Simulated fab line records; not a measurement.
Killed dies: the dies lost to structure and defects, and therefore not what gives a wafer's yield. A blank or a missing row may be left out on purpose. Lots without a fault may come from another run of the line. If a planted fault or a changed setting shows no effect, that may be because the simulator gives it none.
fab line records -- flow n5Finfet -- part 1 of 2: steps 1 to 17 of 29
record lots=5, wafers=15, lastDay=17
route steps=1938 shown SD_EPI_N@271 SD_EPI_P@295
lots untouched by any fault: they come from a run of this same line in which no faults occurred
startH: hours from the record's first day to the start of the lot's first wafer shown -- waitH: time in hours since the lot's previous step -- " same as the row above -- L1.1+2: one row covering several wafers at once -- - no value, or no start given -- * or withheld: withheld -- < > ~ a bound
route shown NAME@n: NAME is a module with steps in the file, n the number in the route of the first one -- usual: the fault-free wafers' mean and standard deviation -- same: alike in all rows -- chamber/n: place in a boat -- sites: the reading at each site -- _std_site: the values' standard deviation -- _edge_site: inner sites' mean taken away from outer sites' mean -- radiusMm: for every site, how far away it sits from the centre of the wafer -- mask NAME#n: copy n -- behind: the last tool/chamber to shape the wafer -- hold: why the lot was held/for how many hours/how that ended -- device: which transistor (n, p or np) failed to switch -- end of line: at the end of the route, the tests of the same wafers -- step lacking rows: just its recipe -- killed: the dies lost at the first sort to structure and to defects; this is not the yield of the wafer -- map: per-die view of a wafer (x killed, . not killed, _ where there is no die)
set.NAME: setting as actually run; set.NAME@STEP: the setting as run at that earlier step -- model.NAME: the simulator's own value behind a step, which no gauge read
lots seen at some steps along the route; tables by step, rows by wafer
services: from which hour (startH, from the record's first day; less than 0 if before it) a tool's chamber was out of use, for how many hours, and why
## steps
# step N5_SD_EPI_N_OVL_MEAS_10
# recipe pointsPerWafer=44
# usual SD_N_BLK_OVL=-0.2/0.84
lot.wafer,tool,chamber,startH,waitH,SD_N_BLK_OVL[nm]
L075.2,overlay-01,0,53.31,0.0,0.3
L075.3,overlay-01,0,53.31,0.0,0.4
L075.6,overlay-01,0,53.31,0.0,0.3
L076.1,overlay-01,0,61.97,0.0,-1.7
L076.4,overlay-01,0,61.97,0.0,-0.1
L076.5,overlay-01,0,61.97,0.0,-1.5
L081.1,overlay-02,0,91.27,0.0,-0.2
L081.2,overlay-02,0,91.27,0.0,0.9
L081.3,overlay-02,0,91.27,0.0,-0.7
L092.2,overlay-01,0,162.65,0.0,-0.1
L092.3,overlay-01,0,162.65,0.0,-0.7
L092.5,overlay-01,0,162.65,0.0,-0.5
L093.1,overlay-02,0,166.70,0.0,-0.7
L093.2,overlay-02,0,166.70,0.0,0.7
L093.5,overlay-02,0,166.70,0.0,-1.0
# step N5_SD_EPI_N_INSPECT_11
# recipe mode=adi, inspectInstrument=macro
# usual rawDefectCount=2.0/1.3
lot.wafer,tool,chamber,startH,waitH,rawDefectCount
L075.2,defectInspect-02,-,53.33,0.0,6
L075.3,defectInspect-02,-,53.33,0.0,3
L075.6,defectInspect-02,-,53.33,0.0,2
L076.1,defectInspect-02,-,61.99,0.0,2
L076.4,defectInspect-02,-,61.99,0.0,3
L076.5,defectInspect-02,-,61.99,0.0,2
L081.1,defectInspect-02,-,91.30,0.0,3
L081.2,defectInspect-02,-,91.30,0.0,3
L081.3,defectInspect-02,-,91.30,0.0,1
L092.2,defectInspect-01,-,162.67,0.0,0
L092.3,defectInspect-01,-,162.67,0.0,4
L092.5,defectInspect-01,-,162.67,0.0,4
L093.1,defectInspect-01,-,166.73,0.0,2
L093.2,defectInspect-01,-,166.73,0.0,1
L093.5,defectInspect-01,-,166.73,0.0,2
# step N5_SD_EPI_N_DESCUM_14
# recipe chemistry=O2, timeS=7.9, sourcePowerW=50, biasPowerW=20, pressureMtorr=20, rfFrequencyHz=2.712e+07, tempC=40, resist=CAR-ArF-block, o2FlowSccm=225
# usual drypumpMotorCurrentA=5.6/0.54, oesProductAu=0.83/0.1, rfFwdPowerW=49.44/0.24, rfVppV=243.2/1.3, showerheadPlenumPTorr=2.10/0.056, throttleValvePct=20.35/0.24
lot.wafer,tool,chamber,startH,waitH,drypumpMotorCurrentA,oesProductAu,rfFwdPowerW,rfHoursCounterH,rfVppV,showerheadPlenumPTorr,throttleValvePct
L075.2,rieDiel-04,2,53.37,0.0,5.1,1.00,49.51,3,244.6,2.13,20.00
L075.3,rieDiel-04,1,53.37,0.0,5.5,0.75,49.48,158,243.5,2.09,20.53
L075.6,rieDiel-04,0,53.37,0.0,6.2,0.92,49.08,-,243.6,2.14,19.85
L076.1,rieDiel-04,3,62.02,0.0,5.5,0.83,48.83,71,244.6,2.12,20.35
L076.4,rieDiel-04,1,62.02,0.0,5.5,0.74,49.58,161,244.0,2.09,20.52
L076.5,rieDiel-04,1,62.02,0.0,5.5,0.74,49.57,-,242.5,2.09,20.52
L081.1,rieDiel-02,0,91.33,0.0,5.0,0.68,49.76,223,242.6,1.98,20.63
L081.2,rieDiel-02,2,91.33,0.0,4.9,0.83,49.01,72,243.9,2.11,20.54
L081.3,rieDiel-02,3,91.33,0.0,5.9,0.96,49.62,10,247.0,2.23,20.10
L092.2,rieDiel-02,3,162.71,0.0,5.9,0.90,49.57,36,245.8,2.22,20.14
L092.3,rieDiel-02,1,162.71,0.0,6.7,0.94,49.43,19,243.5,2.05,20.27
L092.5,rieDiel-02,2,162.71,0.0,4.9,0.80,49.49,-,242.3,2.11,20.56
L093.1,rieDiel-06,0,166.96,0.2,5.8,0.72,49.65,200,243.2,2.06,20.31
L093.2,rieDiel-06,2,166.96,0.2,6.1,0.86,49.52,36,242.6,2.05,20.35
L093.5,rieDiel-06,2,166.96,0.2,6.1,0.87,49.41,-,242.3,2.05,20.35
# step N5_SD_EPI_N_ETCH_34
# recipe chemistry=CF4, target=SiARC, targetDepthA=455, maskMaterial=CAR-ArF-block, timeS=75.8, ionEnergyEv=80, pressureMtorr=40, sourceW=545, biasW=36, Ar_flow_sccm=100, cf4FlowSccm=100, ends=cleared
# usual drypumpMotorCurrentA=5.6/0.54, etchRfOnTimeS=75.5/1.5, oesProductAu=0.71/0.087, rfFwdPowerW=539.8/2.6, rfVppV=184.1/1.1, showerheadPlenumPTorr=2.15/0.056, throttleValvePct=15.52/0.24
lot.wafer,tool,chamber,startH,waitH,drypumpMotorCurrentA,etchRfOnTimeS,oesProductAu,rfFwdPowerW,rfHoursCounterH,rfVppV,showerheadPlenumPTorr,throttleValvePct
L075.2,rieDiel-04,2,53.40,0.0,5.1,71.5,0.87,541.8,3,185.6,2.19,15.24
L075.3,rieDiel-04,1,53.40,0.0,5.5,75.9,0.64,543.6,158,184.0,2.13,15.63
L075.6,rieDiel-04,0,53.40,0.0,6.2,75.8,0.79,534.7,-,183.9,2.19,15.05
L076.1,rieDiel-04,3,62.06,0.0,5.5,74.4,0.71,534.5,71,183.8,2.17,15.49
L076.4,rieDiel-04,1,62.06,0.0,5.5,75.3,0.65,537.5,161,183.3,2.13,15.62
L076.5,rieDiel-04,1,62.06,0.0,5.5,75.6,0.64,538.3,-,183.1,2.13,15.63
L081.1,rieDiel-02,0,91.37,0.0,5.0,78.8,0.58,537.1,223,181.9,2.04,15.88
L081.2,rieDiel-02,2,91.37,0.0,5.0,75.4,0.71,536.8,72,185.3,2.16,15.67
L081.3,rieDiel-02,3,91.37,0.0,5.9,74.5,0.82,540.5,10,184.6,2.28,15.25
L092.2,rieDiel-02,3,162.74,0.0,5.9,74.8,0.77,539.6,36,185.5,2.27,15.30
L092.3,rieDiel-02,1,162.74,0.0,6.7,74.9,0.80,540.7,19,183.2,2.09,15.32
L092.5,rieDiel-02,2,162.74,0.0,4.9,75.2,0.69,541.9,-,185.2,2.15,15.74
L093.1,rieDiel-06,0,167.00,0.0,5.8,75.5,0.61,543.7,200,184.7,2.12,15.63
L093.2,rieDiel-06,2,167.00,0.0,6.1,77.5,0.73,543.2,36,184.3,2.09,15.44
L093.5,rieDiel-06,2,167.00,0.0,6.1,77.0,0.73,541.5,-,183.3,2.09,15.47
# step N5_SD_EPI_N_ETCH_35
# recipe chemistry=N2/H2, target=SOC, overetchA=1080, maskMaterial=SiARC, tempC=40, ionEnergyEv=100, sourceW=3000, biasW=133, pressureMtorr=20, timeS=486, n2FlowSccm=200, h2FlowSccm=200
# usual drypumpMotorCurrentA=5.6/0.54, oesProductAu=0.74/0.086, rfFwdPowerW=2997/9.4, rfVppV=240.8/1.1, showerheadPlenumPTorr=2.55/0.068, throttleValvePct=23.79/0.28
lot.wafer,tool,chamber,startH,waitH,drypumpMotorCurrentA,oesProductAu,rfFwdPowerW,rfHoursCounterH,rfVppV,showerheadPlenumPTorr,throttleValvePct
L075.2,rieDiel-04,2,53.46,0.0,5.1,0.89,3000,3,241.6,2.59,23.51
L075.3,rieDiel-04,1,53.46,0.0,5.5,0.67,3004,158,241.0,2.54,24.05
L075.6,rieDiel-04,0,53.46,0.0,6.2,0.82,2981,-,241.9,2.60,23.13
L076.1,rieDiel-04,3,62.12,0.0,5.5,0.75,2985,71,240.6,2.57,23.85
L076.4,rieDiel-04,1,62.12,0.0,5.5,0.67,2985,162,241.3,2.53,24.04
L076.5,rieDiel-04,1,62.12,0.0,5.5,0.67,2991,-,241.4,2.53,24.05
L081.1,rieDiel-02,0,91.42,0.0,5.0,0.62,2991,223,238.1,2.40,23.98
L081.2,rieDiel-02,2,91.42,0.0,4.9,0.74,3001,72,241.4,2.57,24.09
L081.3,rieDiel-02,3,91.42,0.0,5.9,0.85,2993,10,241.4,2.71,23.59
L092.2,rieDiel-02,3,162.80,0.0,5.9,0.80,2997,37,241.8,2.70,23.64
L092.3,rieDiel-02,1,162.80,0.0,6.7,0.84,2999,19,240.6,2.49,23.70
L092.5,rieDiel-02,2,162.80,0.0,5.0,0.72,2993,-,242.4,2.56,24.13
L093.1,rieDiel-06,0,167.05,0.0,5.8,0.64,2999,200,239.0,2.52,23.77
L093.2,rieDiel-06,2,167.05,0.0,6.1,0.77,2995,37,239.2,2.48,23.79
L093.5,rieDiel-06,2,167.05,0.0,6.1,0.77,2989,-,241.2,2.48,23.77
# step N5_SD_EPI_N_STRIP_36
# recipe chemistry=N2/H2, tempC=40, n2FlowSccm=200, h2FlowSccm=200, rfFrequencyHz=6e+07
lot.wafer,tool,chamber,startH,waitH
L075.2+3+6,rieDiel-04,"2,1,0",53.77,0.2
L076.1+4+5,rieDiel-04,"3,1,1",62.43,0.2
L081.1+2+3,rieDiel-02,"0,2,3",91.74,0.2
L092.2+3+5,rieDiel-02,"3,1,2",163.11,0.2
L093.1+2+5,rieDiel-06,"0,2,2",167.37,0.2
# step N5_SD_EPI_N_ETCHBACK_44
# recipe chemistry=CH3F/O2, mode=anisotropicEtchback, target=SiNx, targetDepthA=145, stopOn=SiO2, overEtchFrac=0.3, ionEnergyEv=120, pressureMtorr=30, sourceW=395, biasW=73, Ar_flow_sccm=150, CH3F_flow_sccm=30, O2_flow_sccm=20
# usual drypumpMotorCurrentA=5.6/0.54, oesProductAu=0.71/0.082, rfFwdPowerW=393.5/1.3, rfVppV=297/3.1, showerheadPlenumPTorr=2.01/0.054, throttleValvePct=16.27/0.24
lot.wafer,tool,chamber,startH,waitH,drypumpMotorCurrentA,oesProductAu,rfFwdPowerW,rfHoursCounterH,rfVppV,showerheadPlenumPTorr,throttleValvePct
L075.2,rieDiel-04,2,53.78,0.0,5.1,0.84,393.2,3,298,2.05,15.98
L075.3,rieDiel-04,1,53.78,0.0,5.5,0.65,393.4,158,294,1.99,16.38
L075.6,rieDiel-04,0,53.78,0.0,6.2,0.77,393.0,-,302,2.05,15.81
L076.1,rieDiel-04,3,62.44,0.0,5.5,0.71,391.6,71,301,2.03,16.29
L076.4,rieDiel-04,1,62.44,0.0,5.5,0.64,394.2,162,295,1.99,16.38
L076.5,rieDiel-04,1,62.44,0.0,5.5,0.64,393.4,-,295,1.99,16.39
L081.1,rieDiel-02,0,91.75,0.0,5.0,0.59,393.2,223,291,1.90,16.61
L081.2,rieDiel-02,2,91.75,0.0,5.0,0.70,393.0,72,295,2.02,16.39
L081.3,rieDiel-02,3,91.75,0.0,5.9,0.81,394.7,10,302,2.13,15.99
L092.2,rieDiel-02,3,163.12,0.0,5.9,0.76,394.5,37,301,2.12,16.03
L092.3,rieDiel-02,1,163.12,0.0,6.7,0.80,393.1,19,293,1.95,16.11
L092.5,rieDiel-02,2,163.12,0.0,4.9,0.68,394.2,-,295,2.01,16.45
L093.1,rieDiel-06,0,167.38,0.0,5.8,0.61,392.6,200,295,1.99,16.37
L093.2,rieDiel-06,2,167.38,0.0,6.1,0.73,394.8,37,296,1.96,16.23
L093.5,rieDiel-06,2,167.38,0.0,6.1,0.74,395.8,-,297,1.96,16.24
# step N5_SD_EPI_N_ETCH_45
# recipe chemistry=CH3F/O2, target=SiOCN, targetDepthA=60, maskMaterial=SOC, ionEnergyEv=60, biasW=29, pressureMtorr=15, sourceW=410, Ar_flow_sccm=150, CH3F_flow_sccm=30, O2_flow_sccm=20
# usual drypumpMotorCurrentA=5.6/0.54, oesProductAu=0.83/0.1, rfFwdPowerW=408.6/1.4, rfVppV=127.5/0.98, showerheadPlenumPTorr=2.00/0.054, throttleValvePct=23.26/0.22
lot.wafer,tool,chamber,startH,waitH,drypumpMotorCurrentA,oesProductAu,rfFwdPowerW,rfHoursCounterH,rfVppV,showerheadPlenumPTorr,throttleValvePct
L075.2,rieDiel-04,2,53.88,0.1,5.1,1.01,410.1,3,127.4,2.05,23.04
L075.3,rieDiel-04,1,53.88,0.1,5.5,0.74,411.3,158,127.9,1.98,23.37
L075.6,rieDiel-04,0,53.88,0.1,6.2,0.92,407.8,-,128.0,2.05,22.80
L076.1,rieDiel-04,3,62.54,0.1,5.5,0.84,406.3,71,128.7,2.03,23.31
L076.4,rieDiel-04,1,62.54,0.1,5.4,0.75,408.6,162,127.0,1.98,23.37
L076.5,rieDiel-04,1,62.54,0.1,5.5,0.74,409.0,-,127.6,1.98,23.38
L081.1,rieDiel-02,0,91.85,0.1,5.0,0.68,408.3,223,125.6,1.89,23.56
L081.2,rieDiel-02,2,91.85,0.1,5.0,0.84,407.3,72,127.2,2.01,23.41
L081.3,rieDiel-02,3,91.85,0.1,5.9,0.97,409.1,10,127.3,2.12,22.99
L092.2,rieDiel-02,3,163.22,0.1,5.9,0.90,409.7,37,128.2,2.11,23.04
L092.3,rieDiel-02,1,163.22,0.1,6.7,0.94,406.9,19,127.2,1.95,23.07
L092.5,rieDiel-02,2,163.22,0.1,5.0,0.80,407.5,-,129.3,2.00,23.45
L093.1,rieDiel-06,0,167.48,0.1,5.8,0.72,407.1,200,129.3,1.98,23.26
L093.2,rieDiel-06,2,167.48,0.1,6.1,0.86,408.9,37,127.2,1.95,23.25
L093.5,rieDiel-06,2,167.48,0.1,6.1,0.86,406.9,-,127.2,1.95,23.28
# step N5_SD_EPI_N_ETCH_16
# recipe chemistry=CHF3/O2, target=SiO2, targetDepthA=50, maskMaterial=SOC, pressureMtorr=30, sourceW=650, biasW=170, Ar_flow_sccm=200, CHF3_flow_sccm=50, O2_flow_sccm=5, ionEnergyEv=200
# usual drypumpMotorCurrentA=5.6/0.54, oesProductAu=0.83/0.1, rfFwdPowerW=643.3/2.9, rfVppV=523/5.5, showerheadPlenumPTorr=2.42/0.062, throttleValvePct=18.83/0.22
lot.wafer,tool,chamber,startH,waitH,drypumpMotorCurrentA,oesProductAu,rfFwdPowerW,rfHoursCounterH,rfVppV,showerheadPlenumPTorr,throttleValvePct
L075.2,rieDiel-04,2,53.98,0.1,5.1,1.02,648.0,3,524,2.47,18.58
L075.3,rieDiel-04,1,53.98,0.1,5.5,0.75,645.3,158,519,2.40,18.91
L075.6,rieDiel-04,0,53.98,0.1,6.2,0.93,639.4,-,532,2.47,18.37
L076.1,rieDiel-04,3,62.64,0.1,5.5,0.83,639.2,71,531,2.45,18.87
L076.4,rieDiel-04,1,62.64,0.1,5.5,0.75,640.7,162,520,2.40,18.92
L076.5,rieDiel-04,1,62.64,0.1,5.5,0.74,640.1,-,519,2.40,18.93
L081.1,rieDiel-02,0,91.95,0.1,5.0,0.68,645.6,223,516,2.30,19.16
L081.2,rieDiel-02,2,91.95,0.1,5.0,0.82,643.1,72,520,2.43,18.95
L081.3,rieDiel-02,3,91.95,0.1,5.9,0.96,643.4,10,531,2.56,18.59
L092.2,rieDiel-02,3,163.32,0.1,5.9,0.89,644.7,37,530,2.55,18.60
L092.3,rieDiel-02,1,163.32,0.1,6.7,0.93,641.4,19,514,2.35,18.66
L092.5,rieDiel-02,2,163.32,0.1,4.9,0.80,643.1,-,519,2.42,19.01
L093.1,rieDiel-06,0,167.58,0.1,5.8,0.72,644.0,200,521,2.39,18.90
L093.2,rieDiel-06,2,167.58,0.1,6.1,0.87,646.0,37,523,2.36,18.83
L093.5,rieDiel-06,2,167.58,0.1,6.1,0.87,646.7,-,522,2.36,18.82
# step N5_SD_EPI_N_STRIP_47
# recipe chemistry=CHF3/O2, resist=SiARC, rfFrequencyHz=6e+07
lot.wafer,tool,chamber,startH,waitH
L075.2+3+6,rieDiel-04,"2,1,0",54.02,0.0
L076.1+4+5,rieDiel-04,"3,1,1",62.68,0.0
L081.1+2+3,rieDiel-02,"0,2,3",91.99,0.0
L092.2+3+5,rieDiel-02,"3,1,2",163.36,0.0
L093.1+2+5,rieDiel-06,"0,2,2",167.62,0.0
# step N5_SD_EPI_N_SD_RECESS_17
# recipe chemistry=HBr/Cl2/O2, targetDepthA=410, maskMaterial=SOC, timeS=23.7, btTimeS=3, pressureMtorr=10, icpW=800, biasW=112, HBr_flow_sccm=150, Cl2_flow_sccm=80, O2_flow_sccm=12
# usual HBr_flow_sccm=150.0/0.41, drypumpMotorCurrentA=5.7/0.49, oesProductAu=1.011/0.017, rfFwdPowerW=795.6/2.9, throttleValvePct=37.03/0.24
lot.wafer,tool,chamber,startH,waitH,HBr_flow_sccm,drypumpMotorCurrentA,oesProductAu,rfFwdPowerW,rfHoursCounterH,throttleValvePct
L075.2,rieSi-01,0,54.05,0.0,150.1,5.4,0.994,796.6,97,36.59
L075.3,rieSi-01,2,54.05,0.0,149.6,6.3,0.973,791.7,12,37.17
L075.6,rieSi-01,1,54.05,0.0,150.1,6.4,1.014,800.4,-,37.39
L076.1,rieSi-01,2,62.71,0.0,150.5,6.3,0.984,794.9,12,37.19
L076.4,rieSi-01,3,62.71,0.0,149.7,6.4,1.025,791.5,98,37.16
L076.5,rieSi-01,2,62.71,0.0,149.4,6.3,0.978,798.5,-,37.17
L081.1,rieSi-01,0,92.02,0.0,149.4,5.4,0.995,793.0,98,36.59
L081.2,rieSi-01,3,92.02,0.0,150.6,6.4,1.026,795.1,99,37.18
L081.3,rieSi-01,1,92.02,0.0,150.4,6.4,1.014,797.8,132,37.41
L092.2,rieSi-04,2,163.39,0.0,149.6,5.6,1.015,799.3,142,36.88
L092.3,rieSi-04,1,163.39,0.0,149.9,5.5,1.033,796.0,51,36.83
L092.5,rieSi-04,1,163.39,0.0,149.0,5.6,1.038,793.1,-,36.84
L093.1,rieSi-01,0,167.65,0.0,150.1,5.4,0.997,802.0,99,36.60
L093.2,rieSi-01,2,167.65,0.0,150.1,6.3,0.980,794.1,14,37.16
L093.5,rieSi-01,2,167.65,0.0,149.3,6.3,0.989,793.0,-,37.16
# step N5_SD_EPI_N_STRIP_38
# recipe chemistry=N2/H2, powerW=1000, tempC=250, h2Frac=0.65, overashFraction=0.3, pressureMtorr=withheld, n2FlowSccm=1750, h2FlowSccm=3250
# usual drypumpMotorCurrentA=6.2/0.38, heaterPowerW=334/21, oesProductAu=0.762/0.012
lot.wafer,tool,chamber,startH,waitH,drypumpMotorCurrentA,heaterPowerW,oesProductAu,rfHoursCounterH
L075.2,plasmaAsher-01,1,54.15,0.1,6.5,339,0.767,30
L075.3,plasmaAsher-01,1,54.15,0.1,6.5,340,0.763,-
L075.6,plasmaAsher-01,0,54.15,0.1,5.5,364,0.753,-
L076.1,plasmaAsher-02,1,62.81,0.1,6.5,311,0.769,90
L076.4,plasmaAsher-02,1,62.81,0.1,6.5,316,0.769,-
L076.5,plasmaAsher-02,1,62.81,0.1,6.5,308,0.770,-
L081.1,plasmaAsher-01,0,92.11,0.1,5.5,362,0.750,38
L081.2,plasmaAsher-01,1,92.11,0.1,6.5,330,0.765,38
L081.3,plasmaAsher-01,0,92.11,0.1,5.5,373,0.749,-
L092.2,plasmaAsher-02,1,163.49,0.1,6.5,317,0.771,113
L092.3,plasmaAsher-02,1,163.49,0.1,6.5,311,0.753,-
L092.5,plasmaAsher-02,1,163.49,0.1,6.5,313,0.783,-
L093.1,plasmaAsher-01,1,167.74,0.1,6.5,334,0.754,50
L093.2,plasmaAsher-01,0,167.74,0.1,5.6,363,0.761,50
L093.5,plasmaAsher-01,0,167.74,0.1,5.6,367,0.748,-
# step N5_SD_EPI_N_WET_ETCH_43
# recipe chemistry=dHF, dilution=withheld, timeS=14, target=SiO2, targetDepthA=15, tempC=25
lot.wafer,tool,chamber,startH,waitH
L075.2+3+6,wetBench-05,"5,4,2",54.24,-
L076.1+4+5,wetBench-01,"4,2,5",62.89,-
L081.1+2+3,wetBench-06,"6,5,7",92.20,-
L092.2+3+5,wetBench-05,"1,6,4",163.58,-
L093.1+2+5,wetBench-05,"1,7,4",167.83,-
# step N5_SD_EPI_N_STRIP_18
# recipe chemistry=SPM, timeS=750, tempC=130, h2so4H2o2VolRatio=4
lot.wafer,tool,chamber,startH,waitH
L075.2+3+6,wetBench-05,"5,4,2",54.24,0.0
L076.1+4+5,wetBench-01,"4,2,5",62.90,0.0
L081.1+2+3,wetBench-06,"6,5,7",92.21,0.0
L092.2+3+5,wetBench-05,"1,6,4",163.58,0.0
L093.1+2+5,wetBench-05,"1,7,4",167.84,0.0
# step N5_SD_EPI_N_SRD_20
# recipe dry=ipaMarangoni, doPpb=5, timeS=30, tempC=23, rinseLiquid=diw
lot.wafer,tool,chamber,startH,waitH
L075.2+3+6,wetBench-05,"5,4,2",54.45,0.0
L076.1+4+5,wetBench-01,"4,2,5",63.11,0.0
L081.1+2+3,wetBench-06,"6,5,7",92.43,0.0
L092.2+3+5,wetBench-05,"1,6,4",163.79,0.0
L093.1+2+5,wetBench-05,"1,7,4",168.05,0.0
# step N5_SD_EPI_N_PRECLEAN_48
# recipe chemistry=NF3:NH3, afsCycles=2, tempC=30, timeS=20, sublimationTempC=180, sublimationTimeS=60, pressureTorr=3, rfPowerW=30
# usual rfFwdPowerW=29.92/0.1
# same afsCycles=2
lot.wafer,tool,chamber,startH,waitH,rfFwdPowerW
L075.2,epiRpcvd-02,0,54.56,0.1,29.80
L075.3,epiRpcvd-02,0,54.56,0.1,29.99
L075.6,epiRpcvd-02,0,54.56,0.1,29.76
L076.1,epiRpcvd-03,0,63.16,0.0,29.81
L076.4,epiRpcvd-03,0,63.16,0.0,29.95
L076.5,epiRpcvd-03,0,63.16,0.0,29.95
L081.1,epiRpcvd-02,0,92.48,0.0,29.93
L081.2,epiRpcvd-02,0,92.48,0.0,29.92
L081.3,epiRpcvd-02,0,92.48,0.0,29.88
L092.2,epiRpcvd-01,0,163.92,0.1,30.08
L092.3,epiRpcvd-01,0,163.92,0.1,29.87
L092.5,epiRpcvd-01,0,163.92,0.1,29.93
L093.1,epiRpcvd-01,0,168.09,0.0,29.81
L093.2,epiRpcvd-01,0,168.09,0.0,29.81
L093.5,epiRpcvd-01,0,168.09,0.0,30.03
# step N5_SD_EPI_N_VAPOR_ETCH_50
# recipe chemistry=HCl, target=Si, tempC=775, timeS=54, pressureTorr=20, mode=isotropic
# usual lampInnerPct=22.3/0.64, throttleValvePct=11.6/0.34
lot.wafer,tool,chamber,startH,waitH,lampInnerPct,throttleValvePct
L075.2,epiRpcvd-02,0,54.89,0.3,21.3,11.4
L075.3,epiRpcvd-02,0,54.89,0.3,21.7,11.1
L075.6,epiRpcvd-02,0,54.89,0.3,21.9,11.1
L076.1,epiRpcvd-03,0,63.52,0.3,21.8,11.3
L076.4,epiRpcvd-03,0,63.52,0.3,21.6,11.8
L076.5,epiRpcvd-03,0,63.52,0.3,21.7,11.3
L081.1,epiRpcvd-02,0,92.84,0.3,21.5,11.2
L081.2,epiRpcvd-02,0,92.84,0.3,21.6,11.1
L081.3,epiRpcvd-02,0,92.84,0.3,21.7,11.5
L092.2,epiRpcvd-01,0,164.36,0.4,22.8,12.0
L092.3,epiRpcvd-01,0,164.36,0.4,22.9,12.3
L092.5,epiRpcvd-01,0,164.36,0.4,23.1,12.1
L093.1,epiRpcvd-01,0,168.57,0.4,22.8,11.8
L093.2,epiRpcvd-01,0,168.57,0.4,23.1,11.8
L093.5,epiRpcvd-01,0,168.57,0.4,23.1,11.8
